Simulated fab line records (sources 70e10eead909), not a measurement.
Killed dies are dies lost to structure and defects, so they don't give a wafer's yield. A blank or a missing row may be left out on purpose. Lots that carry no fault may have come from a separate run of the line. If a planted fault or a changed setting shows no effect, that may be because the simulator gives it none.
fab line records | flow nandHarc
[record] lots = 12 | wafers = 36 | lastDay = 24
route steps=1159 shown P_BONDPAD@368
lots that met no fault: from a run of the same line without faults
startH: hours from the record's opening day to when the first of the lot's shown wafers began | waitH: hours since the lot's step before | " the same as in the row above | L1.1+2: several wafers, shown together as one row | - either no value or no given start | * or withheld: withheld | < > ~ a bound
route shown NAME@n: a module of which the file shows steps, and the number in the route of the first | usual: the fault-free wafers' mean and standard deviation | same: alike in all rows | chamber/n: place in a boat | sites: each site's reading | _std_site: standard deviation across them | _edge_site: mean of outer sites minus mean of inner sites | radiusMm: how far each site lies from the wafer's centre | mask NAME#n: copy n | behind: the most recent tool/chamber to have shaped the wafer | hold: the reason the lot was held/the length of the hold in hours/how it ended | device: the n, p or np transistor that did not switch | end of line: at the end of the route, the tests of the same wafers | step lacking rows: just its recipe | killed: dies that structure and defects cost at the first sort, which is not the same as the wafer's yield | map: shows each die of a wafer: x if killed, . if not, _ if none is there
set.NAME: the setting the step ran with; set.NAME@STEP: the setting that earlier step ran with | model.NAME: the simulator's own value behind a step, which no gauge read
the route's steps for a sample of lots (tables are steps, rows are wafers)
services: when a tool's chamber went out of use (startH, in hours from the record's first day, below 0 if earlier), for how many hours, and the reason
[[steps]]
[step NHARC_P_BONDPAD_ETCH_37]
[recipe] targetDepthA = 600 | overetchA = 180 | timeS = 65.91 | ionEnergyEv = 200 | n2FlowSccm = 150 | h2FlowSccm = 150 | arFlowSccm = 0 | rfW = 400 | biasW = 150 | chemistry = N2/H2
[usual] drypumpMotorCurrentA = 6.0/0.45 | mfcArSccm = 0.0010/0.0027 | oesProductAu = 1.000/0.0075 | rfVppV = 431.4/2.5 | showerheadPlenumPTorr = 2.07/0.083 | throttleValvePct = 14.171/0.009
lot.wafer | tool       | chamber | startH | waitH | drypumpMotorCurrentA | mfcArSccm | oesProductAu | rfHoursCounterH | rfVppV | showerheadPlenumPTorr | throttleValvePct
L584.2    | rieDiel-02 | 1       | 136.35 | 0.1   | 5.1                  | 0         | 0.990        | 56              | 425.8  | 1.90                  | 14.157
L584.1    | "          | 2       | "      | "     | 5.6                  | 0         | 1.005        | 50              | 429.0  | 2.00                  | 14.165
L584.5    | "          | 0       | "      | "     | 6.3                  | 0         | 0.993        | -               | 429.6  | 2.00                  | 14.176
L583.4    | rieDiel-06 | 0       | 137.24 | 0.1   | 6.5                  | 0         | 0.997        | 5               | 432.5  | 2.13                  | 14.179
L583.6    | "          | 1       | "      | "     | 6.3                  | 0.0021    | 1.011        | -               | 428.4  | 1.94                  | 14.156
L583.5    | "          | 2       | "      | "     | 5.5                  | 0         | 1.007        | -               | 434.4  | 2.14                  | 14.171
L586.4    | rieDiel-11 | 0       | 159.57 | 0.2   | 6.1                  | 0         | 1.002        | 51              | 430.5  | 2.07                  | 14.164
L586.2    | "          | 1       | "      | "     | 5.8                  | 0         | 0.987        | 48              | 430.5  | 2.08                  | 14.187
L586.3    | "          | 2       | "      | "     | 5.4                  | 0         | 1.000        | 52              | 434.0  | 2.15                  | 14.174
L587.4    | rieDiel-06 | 3       | 163.11 | 0.1   | 6.4                  | 0         | 1.001        | 9               | 433.5  | 2.11                  | 14.168
L587.1    | "          | 0       | "      | "     | 6.6                  | 0         | 1.009        | 8               | 432.7  | 2.13                  | 14.181
L587.3    | "          | 1       | "      | "     | 6.3                  | 0.0021    | 1.008        | 9               | 427.1  | 1.94                  | 14.173
L596.6    | rieDiel-06 | 1       | 210.11 | 0.1   | 6.3                  | 0.0021    | 0.994        | -               | 428.4  | 1.94                  | 14.168
L596.4    | "          | 3       | "      | "     | 6.4                  | 0         | 0.992        | -               | 432.6  | 2.11                  | 14.164
L596.5    | "          | 0       | "      | "     | 6.6                  | 0         | 1.005        | -               | 433.8  | 2.12                  | 14.181
L597.2    | rieDiel-06 | 1       | 228.39 | 0.1   | 6.4                  | 0.0021    | 0.996        | 16              | 427.8  | 1.94                  | 14.167
L597.1    | "          | 2       | "      | "     | 5.5                  | 0         | 0.999        | 15              | 432.6  | 2.14                  | 14.174
L597.5    | "          | 1       | "      | "     | 6.3                  | 0.0021    | 1.006        | -               | 427.4  | 1.94                  | 14.174
L598.1    | rieDiel-11 | 2       | 229.37 | 0.1   | 5.4                  | 0         | 1.000        | 11              | 432.8  | 2.14                  | 14.180
L598.2    | "          | 3       | "      | "     | 5.5                  | 0.0115    | 0.993        | 11              | 433.6  | 2.08                  | 14.174
L598.4    | "          | 1       | "      | "     | 5.8                  | 0         | 1.006        | -               | 431.6  | 2.07                  | 14.185
L599.3    | rieDiel-06 | 0       | 230.49 | 0.1   | 6.5                  | 0         | 0.988        | 13              | 431.8  | 2.12                  | 14.174
L599.2    | "          | 1       | "      | "     | 6.3                  | 0.0021    | 0.990        | 16              | 427.5  | 1.94                  | 14.158
L599.6    | "          | 2       | "      | "     | 5.5                  | 0         | 1.001        | -               | 434.6  | 2.14                  | 14.169
L600.3    | rieDiel-06 | 0       | 239.64 | 0.1   | 6.6                  | 0         | 1.004        | 13              | 432.8  | 2.12                  | 14.165
L600.1    | "          | 1       | "      | "     | 6.3                  | 0.0021    | 0.996        | 16              | 427.4  | 1.94                  | 14.158
L600.4    | "          | 3       | "      | "     | 6.4                  | 0         | 0.993        | 15              | 434.6  | 2.11                  | 14.167
L601.3    | rieDiel-02 | 0       | 244.83 | 0.1   | 6.3                  | 0         | 0.995        | 30              | 426.7  | 1.98                  | 14.179
L601.5    | "          | 2       | "      | "     | 5.7                  | 0         | 1.013        | -               | 428.3  | 1.99                  | 14.162
L601.6    | "          | 3       | "      | "     | 6.4                  | 0         | 1.004        | -               | 426.7  | 1.88                  | 14.150
L603.3    | rieDiel-11 | 0       | 247.61 | 0.1   | 6.1                  | 0         | 0.995        | 11              | 430.8  | 2.07                  | 14.175
L603.5    | "          | 0       | "      | "     | 6.1                  | 0         | 1.001        | -               | 430.5  | 2.07                  | 14.186
L603.6    | "          | 1       | "      | "     | 5.8                  | 0         | 0.986        | -               | 432.2  | 2.07                  | 14.178
L602.2    | rieDiel-11 | 0       | 248.61 | 0.1   | 6.1                  | 0         | 0.992        | 12              | 431.8  | 2.07                  | 14.176
L602.1    | "          | 2       | "      | "     | 5.4                  | 0         | 1.003        | 20              | 432.8  | 2.14                  | 14.171
L602.6    | "          | 0       | "      | "     | 6.1                  | 0         | 1.011        | -               | 431.0  | 2.07                  | 14.160
[step NHARC_P_BONDPAD_ECD_18]
[recipe] targetThkA = 4000 | bathTempC = 25 | material = Cu
[usual] bathHeatDutyPct = 6.1/0.53 | bathTempC = 25.02/0.11
lot.wafer | tool     | chamber | startH | waitH | bathHeatDutyPct | bathTempC
L584.2    | ecdCu-01 | 1       | 137.56 | -     | 6.8             | 24.91
L584.1    | "        | 0       | "      | "     | 6.2             | 25.07
L584.5    | "        | 0       | "      | "     | 5.4             | 25.06
L583.4    | ecdCu-02 | 0       | 138.53 | -     | 6.3             | 25.12
L583.6    | "        | 0       | "      | "     | 5.4             | 25.05
L583.5    | "        | 1       | "      | "     | 5.2             | 24.94
L586.2    | ecdCu-02 | 1       | 160.84 | -     | -               | -
L586.4    | "        | 1       | "      | "     | -               | -
L586.3    | "        | 0       | "      | "     | -               | -
L587.1    | ecdCu-01 | 1       | 164.38 | -     | -               | -
L587.4    | "        | 0       | "      | "     | -               | -
L587.3    | "        | 1       | "      | "     | -               | -
L596.4    | ecdCu-01 | 1       | 211.48 | -     | 7.6             | 25.01
L596.5    | "        | 1       | "      | "     | 7.2             | 24.95
L596.6    | "        | 0       | "      | "     | 6.9             | 25.15
L597.1    | ecdCu-02 | 0       | 229.60 | -     | 6.0             | 25.10
L597.2    | "        | 1       | "      | "     | 6.5             | 25.14
L597.5    | "        | 1       | "      | "     | 5.9             | 25.17
L598.1    | ecdCu-02 | 0       | 230.62 | -     | 6.2             | 25.23
L598.2    | "        | 1       | "      | "     | 5.8             | 25.19
L598.4    | "        | 0       | "      | "     | 6.2             | 25.05
L599.2    | ecdCu-02 | 0       | 231.72 | -     | 5.8             | 25.03
L599.3    | "        | 0       | "      | "     | 6.4             | 25.09
L599.6    | "        | 0       | "      | "     | 6.4             | 24.99
L600.1    | ecdCu-01 | 0       | 240.94 | -     | 5.4             | 24.98
L600.4    | "        | 1       | "      | "     | 6.5             | 25.22
L600.3    | "        | 0       | "      | "     | 6.4             | 25.14
L601.3    | ecdCu-01 | 1       | 246.14 | -     | 6.1             | 24.92
L601.6    | "        | 1       | "      | "     | 6.4             | 24.95
L601.5    | "        | 0       | "      | "     | 6.3             | 24.85
L603.3    | ecdCu-02 | 0       | 249.25 | -     | 5.7             | 25.18
L603.5    | "        | 0       | "      | "     | 5.8             | 25.31
L603.6    | "        | 1       | "      | "     | 4.6             | 24.95
L602.1    | ecdCu-01 | 0       | 249.84 | -     | 7.1             | 25.29
L602.2    | "        | 1       | "      | "     | 6.3             | 25.00
L602.6    | "        | 0       | "      | "     | 5.7             | 25.13
[step NHARC_P_BONDPAD_ANNEAL_28]
[recipe] tempC = 225 | timeS = 90
[usual] wafer_temp_C_max = 225.96/0.24
lot.wafer | tool         | chamber | startH | waitH | wafer_temp_C_max
L584.1    | rtpAnneal-01 | 0       | 137.95 | 0.3   | 225.95
L584.2    | "            | 0       | "      | "     | 226.38
L584.5    | "            | 0       | "      | "     | 226.00
L583.4    | rtpAnneal-02 | 0       | 138.96 | -     | 226.05
L583.5    | "            | 0       | "      | "     | 225.84
L583.6    | "            | 0       | "      | "     | 226.00
L586.2    | rtpAnneal-02 | 0       | 161.27 | 0.4   | 225.76
L586.3    | "            | 0       | "      | "     | 226.10
L586.4    | "            | 0       | "      | "     | 226.17
L587.1    | rtpAnneal-01 | 0       | 164.73 | 0.3   | 225.88
L587.3    | "            | 0       | "      | "     | 225.71
L587.4    | "            | 0       | "      | "     | 225.77
L596.4    | rtpAnneal-02 | 0       | 211.92 | 0.4   | 225.74
L596.5    | "            | 0       | "      | "     | 225.96
L596.6    | "            | 0       | "      | "     | 225.85
L597.1    | rtpAnneal-01 | 0       | 229.99 | 0.3   | 225.76
L597.2    | "            | 0       | "      | "     | 226.04
L597.5    | "            | 0       | "      | "     | 226.28
L598.1    | rtpAnneal-01 | 0       | 231.00 | 0.3   | 225.79
L598.2    | "            | 0       | "      | "     | 225.98
L598.4    | "            | 0       | "      | "     | 225.93
L599.2    | rtpAnneal-02 | 0       | 232.16 | 0.4   | 225.79
L599.3    | "            | 0       | "      | "     | 226.25
L599.6    | "            | 0       | "      | "     | 225.88
L600.1    | rtpAnneal-02 | 0       | 241.40 | -     | 226.50
L600.3    | "            | 0       | "      | "     | 226.44
L600.4    | "            | 0       | "      | "     | 226.46
L601.3    | rtpAnneal-01 | 0       | 246.52 | -     | 226.10
L601.5    | "            | 0       | "      | "     | 225.99
L601.6    | "            | 0       | "      | "     | 225.77
L603.3    | rtpAnneal-02 | 0       | 249.63 | -     | 226.06
L603.5    | "            | 0       | "      | "     | 226.31
L603.6    | "            | 0       | "      | "     | 226.53
L602.1    | rtpAnneal-02 | 0       | 250.22 | -     | 226.07
L602.2    | "            | 0       | "      | "     | 225.52
L602.6    | "            | 0       | "      | "     | 225.94
[step NHARC_P_BONDPAD_CMP_19]
[recipe] tOverpolishS = 30 | cuRecessTouchS = 16 | targetThkNm = 160.81
[usual] motorCurrentA = 11.9/0.85 | overpolishRunS = 30.000/0.0085 | slurryFlowMlMin = 150.0/0.47
[same] tOverpolishS = 30
lot.wafer | tool   | chamber | startH | waitH | motorCurrentA | overpolishRunS | slurryFlowMlMin
L584.2    | cmp-01 | 1       | 138.35 | -     | 14.3          | 29.986         | 150.2
L584.1    | "      | 2       | "      | "     | 11.0          | 29.993         | 149.3
L584.5    | "      | 0       | "      | "     | 11.7          | 29.994         | 150.1
L583.4    | cmp-04 | 0       | 139.15 | -     | 11.4          | 30.007         | 150.6
L583.5    | "      | 0       | "      | "     | 12.4          | 29.990         | 150.0
L583.6    | "      | 1       | "      | "     | 11.9          | 29.990         | 148.9
L586.2    | cmp-01 | 0       | 161.56 | -     | 11.7          | 29.990         | 149.1
L586.4    | "      | 2       | "      | "     | 11.0          | 29.989         | 150.1
L586.3    | "      | 3       | "      | "     | 12.5          | 29.991         | 150.0
L587.1    | cmp-02 | 0       | 165.10 | -     | 9.4           | 29.996         | 150.5
L587.3    | "      | 1       | "      | "     | 12.9          | 30.008         | 150.1
L587.4    | "      | 2       | "      | "     | 11.8          | 30.005         | 149.7
L596.4    | cmp-01 | 0       | 212.20 | -     | 12.0          | 30.010         | 150.0
L596.5    | "      | 1       | "      | "     | 13.2          | 30.001         | 149.8
L596.6    | "      | 2       | "      | "     | 10.8          | 29.989         | 150.6
L597.1    | cmp-04 | 0       | 230.36 | -     | 10.6          | 30.006         | 150.0
L597.2    | "      | 2       | "      | "     | 12.1          | 30.007         | 149.9
L597.5    | "      | 0       | "      | "     | 11.1          | 29.996         | 150.7
L598.2    | cmp-04 | 2       | 231.34 | -     | 12.1          | 30.002         | 150.4
L598.1    | "      | 3       | "      | "     | 11.4          | 29.995         | 149.5
L598.4    | "      | 0       | "      | "     | 11.1          | 30.001         | 149.8
L599.3    | cmp-04 | 0       | 232.48 | -     | 11.4          | 30.005         | 149.5
L599.2    | "      | 1       | "      | "     | 11.6          | 30.011         | 150.8
L599.6    | "      | 0       | "      | "     | 11.3          | 30.013         | 150.4
L600.1    | cmp-04 | 3       | 241.75 | -     | 12.1          | 30.007         | 150.4
L600.4    | "      | 0       | "      | "     | 11.4          | 30.022         | 150.4
L600.3    | "      | 2       | "      | "     | 11.6          | 30.002         | 150.8
L601.3    | cmp-01 | 3       | 246.79 | -     | 11.9          | 29.992         | 150.7
L601.6    | "      | 2       | "      | "     | 11.4          | 30.000         | 150.6
L601.5    | "      | 3       | "      | "     | 12.5          | 29.993         | 150.4
L603.3    | cmp-02 | 1       | 249.93 | -     | 12.9          | 29.999         | 150.5
L603.6    | "      | 3       | "      | "     | 13.0          | 30.007         | 149.6
L603.5    | "      | 0       | "      | "     | 10.5          | 30.005         | 150.0
L602.2    | cmp-04 | 2       | 250.56 | -     | 12.0          | 30.003         | 149.7
L602.1    | "      | 1       | "      | "     | 11.4          | 30.001         | 149.5
L602.6    | "      | 2       | "      | "     | 11.8          | 30.007         | 150.2
[step NHARC_P_BONDPAD_THK_MEAS_20]
[recipe] thkMeasGauge = xrf
[usual] thkNm = 160.8/1.3
lot.wafer | tool         | chamber | startH | waitH | hold                    | thkNm
L584.1    | filmMetro-01 | -       | 138.62 | -     | -                       | 159.7
L584.2    | "            | -       | "      | "     | -                       | 160.4
L584.5    | "            | -       | "      | "     | -                       | 163.5
L583.4    | filmMetro-02 | -       | 139.47 | -     | -                       | 159.2
L583.5    | "            | -       | "      | "     | -                       | 160.1
L583.6    | "            | -       | "      | "     | -                       | 162.0
L586.2    | filmMetro-01 | -       | 161.88 | -     | awaitDispo/0.2h/release | 29.6
L586.3    | "            | -       | "      | "     | awaitDispo/0.2h/release | 30.7
L586.4    | "            | -       | "      | "     | awaitDispo/0.2h/release | 30.1
L586.2    | filmMetro-01 | -       | 162.05 | 0.2   | -                       | 30.0
L586.3    | "            | -       | "      | "     | -                       | 29.8
L586.4    | "            | -       | "      | "     | -                       | 29.2
L587.1    | filmMetro-02 | -       | 165.39 | -     | awaitDispo/0.2h/release | 30.1
L587.3    | "            | -       | "      | "     | awaitDispo/0.2h/release | 32.0
L587.4    | "            | -       | "      | "     | awaitDispo/0.2h/release | 29.3
L587.1    | filmMetro-02 | -       | 165.57 | 0.2   | -                       | 30.8
L587.3    | "            | -       | "      | "     | -                       | 29.9
L587.4    | "            | -       | "      | "     | -                       | 29.1
L596.4    | filmMetro-02 | -       | 212.43 | -     | -                       | 162.8
L596.5    | "            | -       | "      | "     | -                       | 160.4
L596.6    | "            | -       | "      | "     | -                       | 160.0
L597.1    | filmMetro-02 | -       | 230.65 | -     | -                       | 161.6
L597.2    | "            | -       | "      | "     | -                       | 159.0
L597.5    | "            | -       | "      | "     | -                       | 161.2
L598.1    | filmMetro-01 | -       | 231.66 | -     | -                       | 161.0
L598.2    | "            | -       | "      | "     | -                       | 159.5
L598.4    | "            | -       | "      | "     | -                       | 158.9
L599.2    | filmMetro-02 | -       | 232.77 | -     | -                       | 160.1
L599.3    | "            | -       | "      | "     | -                       | 160.0
L599.6    | "            | -       | "      | "     | -                       | 159.9
L600.1    | filmMetro-02 | -       | 242.07 | -     | -                       | 159.1
L600.3    | "            | -       | "      | "     | -                       | 159.9
L600.4    | "            | -       | "      | "     | -                       | 160.6
L601.3    | filmMetro-01 | -       | 247.08 | -     | -                       | 161.0
L601.5    | "            | -       | "      | "     | -                       | 162.5
L601.6    | "            | -       | "      | "     | -                       | 160.6
L603.3    | filmMetro-01 | -       | 250.20 | -     | -                       | 160.4
L603.5    | "            | -       | "      | "     | -                       | 161.2
L603.6    | "            | -       | "      | "     | -                       | 163.2
L602.1    | filmMetro-01 | -       | 250.88 | -     | -                       | 160.0
L602.2    | "            | -       | "      | "     | -                       | 163.0
L602.6    | "            | -       | "      | "     | -                       | 159.8
[[services]]
tool       | chamber | startH | hours | kind
cmp-01     | -       | 116.55 | 3.3   | repair
rieDiel-11 | 2       | 119.37 | 3.8   | repair
rieDiel-11 | 1       | 120.32 | 20.1  | repair
cmp-01     | -       | 126.29 | 0.2   | repair
cmp-02     | -       | 130.11 | 4.0   | pm
rieDiel-06 | -       | 134.87 | 0.7   | repair
ecdCu-01   | -       | 141.68 | 0.7   | repair
rieDiel-02 | 2       | 146.62 | 4.9   | repair
rieDiel-02 | -       | 150.76 | 9.0   | pm
rieDiel-11 | -       | 153.86 | 0.4   | repair
cmp-02     | -       | 157.97 | 1.9   | repair
cmp-01     | -       | 179.66 | 4.0   | pm
ecdCu-02   | -       | 180.35 | 8.0   | pm
rieDiel-11 | 2       | 188.43 | 10.9  | repair
rieDiel-11 | -       | 191.53 | 9.0   | pm
rieDiel-06 | 2       | 201.29 | 9.5   | repair
cmp-04     | -       | 202.10 | 0.7   | repair
cmp-04     | -       | 203.07 | 4.0   | pm
cmp-01     | -       | 213.80 | 3.7   | repair
rieDiel-06 | 0       | 218.07 | 8.5   | repair
cmp-01     | -       | 221.60 | 2.5   | repair
rieDiel-11 | 0       | 223.77 | 14.4  | repair
rieDiel-06 | -       | 241.34 | 9.0   | pm
cmp-04     | -       | 243.15 | 0.5   | repair
[[key]]
[firstSign] step = NHARC_P_BONDPAD_ECD_18 | reading = toolRecord | direction = missing
[effect] step = NHARC_P_BONDPAD_THK_MEAS_20 | reading = visit | direction = added
[effect] step = NHARC_P_BONDPAD_THK_MEAS_20 | reading = thkNm | direction = down | sigmas = 97 | usual = 160.8 | struck = 30.3
metAt NHARC_P_BONDPAD_ECD_18
struckLots L586,L587
scrappedBehind NHARC_P_BONDPAD_THK_MEAS_20 L586.2,L586.3,L586.4,L587.1,L587.3,L587.4
notActingAt NHARC_P_BONDPAD_ETCH_37,NHARC_P_BONDPAD_ANNEAL_28,NHARC_P_BONDPAD_CMP_19
onsetBetween 138.53 160.84
[fault] kind = skippedStepWhole | tool = ecdCu-01,ecdCu-02 | chamber = - | onsetH = 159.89 | steps = NHARC_P_BONDPAD_ECD_18 | scope = struckLotsOnly
